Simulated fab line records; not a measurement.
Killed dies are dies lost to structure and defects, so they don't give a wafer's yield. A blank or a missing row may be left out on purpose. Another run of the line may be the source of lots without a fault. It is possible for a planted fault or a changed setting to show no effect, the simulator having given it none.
Matching of chambers + flow nand-harc + NHARC_P_CONTACT_CMP_01 on cmp-03 has 4 sister chambers
The step polishes SiO2, target thk 200 nm. 4 wafers are shown with their chamber, then 8 later ones without.

## WAFERS PAIRED WITH THEIR CHAMBERS
| wafer  | chamber | motor-current-A (A) |
|--------|---------|---------------------|
| L085.2 | 3       | 11.3                |
| L085.6 | 2       | 11.2                |
| L086.5 | 1       | 13.9                |
| L088.1 | 0       | 13.7                |

## WAFERS WITH NO CHAMBER GIVEN
| wafer  | motor-current-A (A) |
|--------|---------------------|
| L088.5 | 11.9                |
| L088.6 | 11.6                |
| L090.2 | 11.2                |
| L090.3 | 13.5                |
| L090.4 | 13.4                |
| L096.3 | 11.7                |
| L096.4 | 11.8                |
| L096.5 | 11.5                |

## WHICH CHAMBER EACH WENT THROUGH
| wafer  | from the rows above     | in truth |
|--------|-------------------------|----------|
| L088.5 | can't be placed: 3 or 2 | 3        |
| L088.6 | can't be placed: 3 or 2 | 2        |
| L090.2 | can't be placed: 2 or 3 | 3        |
| L090.3 | can't be placed: 0 or 1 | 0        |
| L090.4 | can't be placed: 0 or 1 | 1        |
| L096.3 | can't be placed: 3 or 2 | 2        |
| L096.4 | can't be placed: 3 or 2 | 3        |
| L096.5 | can't be placed: 3 or 2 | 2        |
Placed correctly: 0 of 8. Cannot be placed on the basis of these rows: 8; the candidates contain the true chamber in 8. Wrongly placed: 0.
How it was worked out, from the rows above alone: a wafer's distance from a chamber is the root of the sum, over the readings, of the square of ((its reading less the chamber's mean) divided by the reading's scatter). The wafer belongs to the nearest chamber; if the next one is less than 2 further off, it can't be placed. A chamber's mean is the mean of its shown wafers. The scatter (one wafer shown for each chamber): square how far every hidden wafer sits from the nearest shown wafer, average those squares and take the square root.
